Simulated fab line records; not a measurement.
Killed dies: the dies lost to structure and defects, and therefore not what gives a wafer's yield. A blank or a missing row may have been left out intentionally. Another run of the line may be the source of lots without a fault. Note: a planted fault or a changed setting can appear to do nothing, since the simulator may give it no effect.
What tool caused it? | flow nand harc | 6 lots with 18 wafers sampled at 5 steps, on a route of 1159 steps

== WHAT THE GAUGES READ, wafer by wafer ==
NHARC_END_SORT_01.
lot  | measured     | on        | defect limited yield (%)
L749 | day 20 15:04 | prober-02 | 0 0 0
L755 | day 22 10:40 | prober-01 | 96.6 96.8 96.9

== EACH LOT AND THE TOOL THAT RAN IT (in order: tool; ch and the chambers of the sampled wafers; start) ==
lot  | NHARC_P_M1_PRE_CLEAN_30                 | NHARC_P_M1_PVD_21                       | NHARC_P_M1_PRE_CLEAN_32         | NHARC_P_M2_DEP_00
L742 | pvd sputter-02, day 6 12:02 or earlier  | pvd sputter-02, day 6 12:02 or earlier  | pecvd-04 ch 0,1,2, day 6 12:02  | pecvd-04 ch 0,1,2, day 6 12:40
L749 | pvd sputter-02, day 8 00:49 or earlier  | pvd sputter-02, day 8 00:49 or earlier  | pecvd-01 ch 0,1,2, day 8 00:49  | pecvd-03 ch 1,2, day 8 01:19
L755 | pvd sputter-01, day 9 11:42 or earlier  | pvd sputter-01, day 9 11:42 or earlier  | pecvd-03 ch 0,1,2, day 9 11:42  | pecvd-03 ch 0,1,2, day 9 12:16
L759 | pvd sputter-03, day 10 09:17 or earlier | pvd sputter-03, day 10 09:17 or earlier | pecvd-04 ch 1,2, day 10 09:17   | pecvd-03 ch 1,2, day 10 09:52
L761 | pvd sputter-03, day 10 20:01 or earlier | pvd sputter-03, day 10 20:01 or earlier | pecvd-04 ch 0,1,2, day 10 20:01 | pecvd-01 ch 0,1, day 10 20:34
L763 | pvd sputter-02, day 11 08:40 or earlier | pvd sputter-02, day 11 08:40 or earlier | pecvd-03 ch 0,1, day 11 08:40   | pecvd-03 ch 0,1,2, day 11 09:11
- NHARC_P_M1_PRE_CLEAN_30: time 30 s.
- NHARC_P_M1_PVD_21: deposits Cu, target thk 30 nm, time 20.49 s.
- NHARC_P_M1_PRE_CLEAN_32: time 12 s.
- NHARC_P_M2_DEP_00: deposits SiOC, target thk 182.5 nm.

== THE ANSWER, worked out from the rows above alone ==
Rule: the lots themselves supply what counts as usual. Put in order of their means at a reading, lots are off if they are a third of the lots or fewer, leave a main group of 4 or more, and stand apart from it by a gap of 3 or more times the standard deviation of the main group's means; of several such gaps the widest counts. If all means in a main group match to the digits the tables above print for the reading, that group is not used. A lot without any number at a reading at which 4 lots or more have one is off too. Where the step has rows for the other lots, those lots are counted as sound.
None of the lots is off at any reading shown; this tells nothing.

== WHAT HAD BEEN PUT IN BY THE SIMULATOR ==
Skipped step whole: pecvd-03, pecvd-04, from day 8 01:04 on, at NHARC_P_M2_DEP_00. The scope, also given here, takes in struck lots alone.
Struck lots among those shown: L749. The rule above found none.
